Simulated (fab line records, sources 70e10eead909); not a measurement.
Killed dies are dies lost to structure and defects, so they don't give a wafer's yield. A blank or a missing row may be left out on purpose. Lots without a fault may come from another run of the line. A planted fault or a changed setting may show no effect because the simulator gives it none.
fab line records | flow nand_harc
record lots=6 wafers=18 last_day=33
route steps=1302 shown A_SLIT@945 A_SIN_REMOVE@947 A_WL_FILL@952 END@1302
lots that met no fault: from a run of the same line without faults
start_h: hours from the record's first day to the start of the lot's first wafer shown | wait_h: hours since the lot's step before | " the same as in the row above | L1.1+2: a row that stands for several wafers | - no value, or no start given | * or withheld: withheld | < > ~ a bound
route shown NAME@n: a module of which the file shows steps, and the number in the route of the first | usual: mean/standard deviation of fault-free wafers | same: alike in all rows | chamber/n: place in a boat | sites: the reading at each site | _std_site: their standard deviation | _edge_site: outer sites' mean less inner sites' | radius_mm: how far each site lies from the wafer's centre | mask NAME#n: copy n | behind: the tool/chamber that last shaped the wafer | hold: why the lot was held/for how many hours/how that ended | device: the transistor (n, p or np) that didn't switch | end of line: the same wafers' tests at the end of the route | a step without rows: its recipe alone | killed: dies lost to structure and defects at the first sort, not the wafer's yield | map: a wafer's dies, x killed, . not, _ none there
set.NAME: the setting as run; set.NAME@STEP: as run at that earlier step | model.NAME: the simulator's own value behind a step, which no gauge read
lots at some steps of the route; a table a step, a row a wafer
services: from which hour (start_h, from the record's first day; less than 0 if before it) a tool's chamber was out of use, for how many hours, and why
## steps
# step NHARC_A_SLIT_SRD_20
# step NHARC_A_SLIT_CD_MEAS_21
# usual cd_nm=289.4/1.1
# columns lot.wafer tool chamber start_h wait_h cd_nm
L999.1 cd_sem-03 - 468.24 - 289.5
L999.3 " - " " 288.8
L999.6 " - " " 289.6
L105.3 cd_sem-03 - 516.68 - 290.1
L105.4 " - " " 291.5
L105.5 " - " " 290.7
L114.1 cd_sem-01 - 606.85 - 288.9
L114.5 " - " " 288.0
L114.6 " - " " 289.4
L115.3 cd_sem-01 - 615.05 0.1 287.8
L115.4 " - " " 289.1
L115.5 " - " " 287.9
L117.3 cd_sem-03 - 647.67 - 289.0
L117.5 " - " " 289.8
L117.6 " - " " 289.3
L121.3 cd_sem-02 - 675.68 - 289.2
L121.4 " - " " 288.2
L121.6 " - " " 288.6
# step NHARC_A_SIN_REMOVE_WET_00
# recipe temp_c=160 time_s=15300 chemistry=H3PO4
# step NHARC_A_SIN_REMOVE_PRECLEAN_01
# recipe time_s=* temp_c=50 bath_age_min=0 chemistry=SC1
# step NHARC_A_SIN_REMOVE_SRD_02
# step NHARC_A_SIN_REMOVE_INSPECT_04
# usual raw_defect_count=391/84
# columns lot.wafer tool chamber start_h wait_h raw_defect_count
L999.1 defect_inspect-02 - 474.51 0.0 461
L999.3 " - " " 381
L999.6 " - " " 465
L105.3 defect_inspect-01 - 523.22 0.0 341
L105.4 " - " " 407
L105.5 " - " " 443
L114.1 defect_inspect-01 - 614.40 0.0 474
L114.5 " - " " 384
L114.6 " - " " 471
L115.3 defect_inspect-02 - 621.58 0.0 315
L115.4 " - " " 284
L115.5 " - " " 276
L117.3 defect_inspect-02 - 654.14 0.0 285
L117.5 " - " " 357
L117.6 " - " " 368
L121.3 defect_inspect-01 - 681.05 0.0 624
L121.4 " - " " 541
L121.6 " - " " 393
# step NHARC_A_WL_FILL_ALD_00
# recipe target_thk_a=30 pulse_time_s=3 ald_cycles=30 temp_c=300 material=Al2O3
# usual heater_power_w=478/71 precursor_pulse_height_rel=1.002/0.022
# columns lot.wafer tool chamber start_h wait_h heater_power_w precursor_pulse_height_rel
L999.1 ald_hk-01 3 474.58 0.1 549 1.016
L999.3 " 0 " " 379 0.980
L999.6 " 3 " " 553 0.971
L105.4 ald_hk-01 2 523.34 0.1 399 1.010
L105.3 " 3 " " 558 0.951
L105.5 " 0 " " 359 0.978
L114.1 ald_hk-01 0 615.01 0.6 362 1.003
L114.6 " 1 " " 591 1.010
L114.5 " 2 " " 409 1.037
L115.3 ald_hk-02 3 621.69 0.1 505 1.011
L115.4 " 0 " " 422 0.965
L115.5 " 2 " " 623 1.005
L117.3 ald_hk-02 0 654.26 0.1 442 1.018
L117.6 " 2 " " 631 1.009
L117.5 " 3 " " 506 0.997
L121.4 ald_hk-02 0 681.14 0.1 433 1.020
L121.3 " 1 " " 452 0.954
L121.6 " 3 " " 512 1.023
# step NHARC_A_WL_FILL_RTA_01
# recipe temp_c=1000 time_s=5
# usual lamp_power_pct=28.6/0.74 wafer_temp_C_max=1005.9/1.2
# columns lot.wafer tool chamber start_h wait_h lamp_power_pct wafer_temp_C_max
L999.1 rtp_anneal-01 0 474.85 - 29.8 1004.7
L999.3 " 0 " " 29.8 1005.3
L999.6 " 0 " " 29.9 1006.8
L105.3 rtp_anneal-02 0 523.60 - 28.2 1009.1
L105.4 " 0 " " 28.1 1005.4
L105.5 " 0 " " 28.1 1006.7
L114.1 rtp_anneal-02 0 615.19 - 28.2 1005.3
L114.5 " 0 " " 28.1 1007.3
L114.6 " 0 " " 28.1 1004.3
L115.3 rtp_anneal-01 0 622.06 - 29.9 1006.3
L115.4 " 0 " " 29.8 1005.8
L115.5 " 0 " " 29.9 1006.2
L117.3 rtp_anneal-02 0 654.52 - 28.2 1007.2
L117.5 " 0 " " 28.1 1005.4
L117.6 " 0 " " 28.1 1005.2
L121.3 rtp_anneal-02 0 681.43 - 28.1 1008.0
L121.4 " 0 " " 28.1 1005.6
L121.6 " 0 " " 28.2 1004.5
# step NHARC_A_WL_FILL_ALD_02
# recipe target_thk_a=20 pulse_time_s=3 ald_cycles=100 temp_c=450 material=TiN
# usual heater_power_w=1081/72 precursor_pulse_height_rel=1.000/0.019
# columns lot.wafer tool chamber start_h wait_h heater_power_w precursor_pulse_height_rel
L999.1 ald_metal-01 0 475.07 0.2 1082 1.017
L999.3 " 2 " " 1073 0.985
L999.6 " 0 " " 1089 0.965
L105.3 ald_metal-01 1 523.76 0.1 1065 0.989
L105.4 " 0 " " 1068 0.983
L105.5 " 1 " " 1072 1.038
L114.1 ald_metal-04 1 615.41 0.2 957 1.014
L114.5 " 1 " " 978 0.993
L114.6 " 2 " " 1098 0.976
L115.3 ald_metal-02 2 622.22 0.1 1153 1.008
L115.4 " 0 " " 1035 0.999
L115.5 " 3 " " 951 1.007
L117.3 ald_metal-02 3 654.72 0.2 960 1.027
L117.6 " 2 " " 1121 1.036
L117.5 " 3 " " 947 1.008
L121.4 ald_metal-01 0 681.59 0.1 1083 1.013
L121.3 " 2 " " 1096 1.004
L121.6 " 1 " " 1061 1.033
# step NHARC_A_WL_FILL_CVD_03
# recipe target_thk_a=400 temp_c=300 pressure_torr=40 wf6_flow_sccm=40 h2_flow_sccm=1600 ar_flow_sccm=1560 time_s=279 material=W
# usual heater_power_w=479/29 throttle_valve_pct=7.9/0.35
# columns lot.wafer tool chamber start_h wait_h heater_power_w throttle_valve_pct
L999.1 cvd_w-01 1 475.66 0.1 429 7.9
L999.3 " 1 " " 432 7.6
L999.6 " 1 " " 442 7.4
L105.3 cvd_w-02 0 524.31 0.2 507 7.6
L105.4 " 1 " " 490 8.2
L105.5 " 0 " " 484 7.7
L114.1 cvd_w-01 1 615.85 0.1 438 7.8
L114.5 " 1 " " 433 7.8
L114.6 " 0 " " 502 7.8
L115.3 cvd_w-01 0 622.76 0.2 502 8.1
L115.4 " 1 " " 427 7.4
L115.5 " 1 " " 441 7.6
L117.3 cvd_w-01 0 655.27 0.2 498 8.2
L117.5 " 1 " " 431 7.6
L117.6 " 0 " " 492 8.2
L121.4 cvd_w-02 1 682.12 0.2 484 8.1
L121.3 " 0 " " 464 7.8
L121.6 " 1 " " 482 8.3
# step NHARC_A_WL_FILL_ETCHBACK_04
# recipe target_depth_a=600 time_s=120 chemistry=NF3
# usual drypump_motor_current_A=5.7/0.37 oes_product_au=0.999/0.0097 run_length_s=141.1/0.51
# columns lot.wafer tool chamber start_h wait_h drypump_motor_current_A oes_product_au rf_hours_counter_h run_length_s
L999.1 rie_metal-03 0 475.98 0.3 5.6 0.997 2.3 141.6
L999.3 " 1 " " 5.5 1.002 - 140.7
L999.6 " 0 " " 5.6 1.006 - 141.4
L105.3 rie_metal-01 0 524.71 0.3 5.9 0.997 - 140.8
L105.4 " 0 " " 5.9 0.989 - 141.1
L105.5 " 0 " " 5.9 0.990 - 140.9
L114.1 rie_metal-01 0 616.23 0.3 5.9 0.982 0.5 141.0
L114.5 " 0 " " 5.9 0.993 - 127.4
L114.6 " 1 " " 6.1 0.995 - 142.0
L115.4 rie_metal-01 0 623.10 0.2 5.9 0.996 - 127.3
L115.3 " 1 " " 6.1 0.999 - 128.7
L115.5 " 0 " " 5.9 0.986 - 127.2
L117.3 rie_metal-03 1 655.59 0.3 5.5 0.998 - 141.0
L117.6 " 0 " " 5.7 1.006 - 141.2
L117.5 " 1 " " 5.5 1.002 - 140.8
L121.4 rie_metal-02 0 682.46 0.3 6.0 0.988 - 140.5
L121.3 " 1 " " 5.1 1.004 - 141.2
L121.6 " 0 " " 6.1 0.989 - 140.9
# step NHARC_A_WL_FILL_ETCHBACK_05
# recipe target_depth_a=220 time_s=60 temp_c=40 chemistry=Cl2/BCl3
# usual drypump_motor_current_A=5.7/0.37 oes_product_au=1.000/0.0088 run_length_s=81.2/0.54
# columns lot.wafer tool chamber start_h wait_h drypump_motor_current_A oes_product_au rf_hours_counter_h run_length_s
L999.1 rie_metal-03 0 476.22 0.2 5.7 0.997 2.4 81.7
L999.3 " 1 " " 5.5 0.997 - 81.4
L999.6 " 0 " " 5.7 1.010 - 81.5
L105.3 rie_metal-01 0 525.06 0.3 5.9 0.989 - 81.2
L105.4 " 0 " " 5.9 1.004 - 80.9
L105.5 " 0 " " 5.9 0.987 - 80.9
L114.1 rie_metal-01 1 616.48 0.2 6.1 0.995 0.6 82.3
L114.5 " 0 " " 5.9 0.989 - 80.9
L114.6 " 1 " " 6.1 0.997 - 82.7
L115.4 rie_metal-01 0 623.29 0.2 5.9 0.997 - 81.0
L115.3 " 1 " " 6.1 0.998 - 82.4
L115.5 " 0 " " 5.9 0.990 - 81.2
L117.3 rie_metal-03 0 655.77 0.1 5.6 1.013 - 81.6
L117.5 " 1 " " 5.5 0.993 - 80.6
L117.6 " 0 " " 5.6 1.007 - 81.5
L121.3 rie_metal-02 0 682.66 0.1 6.1 0.994 - 80.8
L121.4 " 1 " " 5.1 1.010 - 81.3
L121.6 " 1 " " 5.1 1.013 - 80.9
# step NHARC_END_SORT_01
# recipe temp_c=25
# usual killed_at_array=59/16 killed_at_other=0.7/1.1 killed_at_periphery=4/3 killed_dies=64/16 killed_open=3.4/1.8 killed_short=2.6/1.7
# same gross_dies=677
# columns lot.wafer tool chamber start_h wait_h killed_at_array killed_at_other killed_at_periphery killed_dies killed_open killed_short
L115.3 prober-01 0 725.88 3.1 52 0 2 54 2 4
L115.4 prober-01 0 726.69 3.4 47 0 7 54 1 5
L115.5 prober-01 0 727.49 3.7 52 1 2 55 2 1
# killed by level:class
L115.3 A_SLIT:chamber_film_flake=29 A_CHANNEL_HOLE_D1:chamber_film_flake=7 A_CONTACT:chamber_film_flake=7 A_STAIRCASE:chamber_film_flake=2 A_CHANNEL_FILL_D1:geometric_particle:short=1 A_CHANNEL_FILL_D1:geometric_particle:open=1 A_DECK1_JOINT:geometric_particle:short=1 A_ONON_D2:geometric_particle:short=1
L115.4 A_SLIT:chamber_film_flake=25 A_CHANNEL_HOLE_D1:chamber_film_flake=9 A_CONTACT:chamber_film_flake=5 P_M1:chamber_film_flake=2 A_BLC:chamber_film_flake=2 P_CONTACT:geometric_particle:short=1 P_M0:geometric_particle:short=1 A_ONON_D2:geometric_particle:open=1
L115.5 A_SLIT:chamber_film_flake=31 A_CHANNEL_HOLE_D1:chamber_film_flake=8 A_CONTACT:chamber_film_flake=5 A_STAIRCASE:chamber_film_flake=2 A_WL_FILL:chamber_film_flake=2 P_CONTACT:geometric_particle:open=1 A_CHANNEL_HOLE_D2:geometric_particle:short=1 A_CHANNEL_FILL_D2:geometric_particle:open=1
## services
# columns tool chamber start_h hours kind
rie_metal-02 - 454.00 9.0 pm
cvd_w-01 - 457.01 0.6 repair
ald_metal-04 - 474.00 10.0 pm
ald_hk-01 - 475.98 10.0 pm
ald_metal-01 - 512.59 1.0 repair
rie_metal-03 - 519.00 9.0 pm
rie_metal-03 0 519.00 9.0 vent_cycle
rie_metal-01 1 520.74 46.5 repair
ald_metal-01 - 526.00 10.0 pm
ald_metal-02 - 541.56 0.3 repair
cvd_w-01 - 547.16 13.0 pm
rie_metal-01 - 575.00 9.0 pm
rie_metal-01 0 575.00 9.0 vent_cycle
rie_metal-01 1 575.00 9.0 vent_cycle
rie_metal-01 0 584.00 - clean
rie_metal-01 1 584.00 - clean
ald_hk-02 - 586.04 0.4 repair
ald_metal-02 - 610.00 10.0 pm
cvd_w-02 - 631.00 13.0 pm
rie_metal-02 - 631.00 9.0 pm
ald_metal-02 - 635.79 0.9 repair
ald_metal-04 - 652.00 10.0 pm
ald_hk-01 - 653.98 10.0 pm
ald_hk-02 - 656.67 1.1 repair
## key
first_sign step=NHARC_A_WL_FILL_ETCHBACK_04 reading=run_length_s direction=down sigmas=26 usual=* struck=*
effect none on later readings
met_at NHARC_A_WL_FILL_ETCHBACK_04
struck_wafers L114.5,L115.3,L115.4,L115.5
tester_left_out L114,L115
onset_between 524.71 616.23
fault kind=process_parameter_drift tool=rie_metal-01 chamber=- onset_h=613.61 steps=NHARC_A_WL_FILL_ETCHBACK_04 channel=time_s offset=* shape=step end_h=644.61 scope=struck_wafers_only acts_in=* stated=*
# tester_left_out: of these lots the tester's yield and bins aren't shown, on N5 and GAA mostly nor the transistor test; their killed dies are dies lost to structure and defects alone, not to doping, threshold or leakage, so they don't give the yield
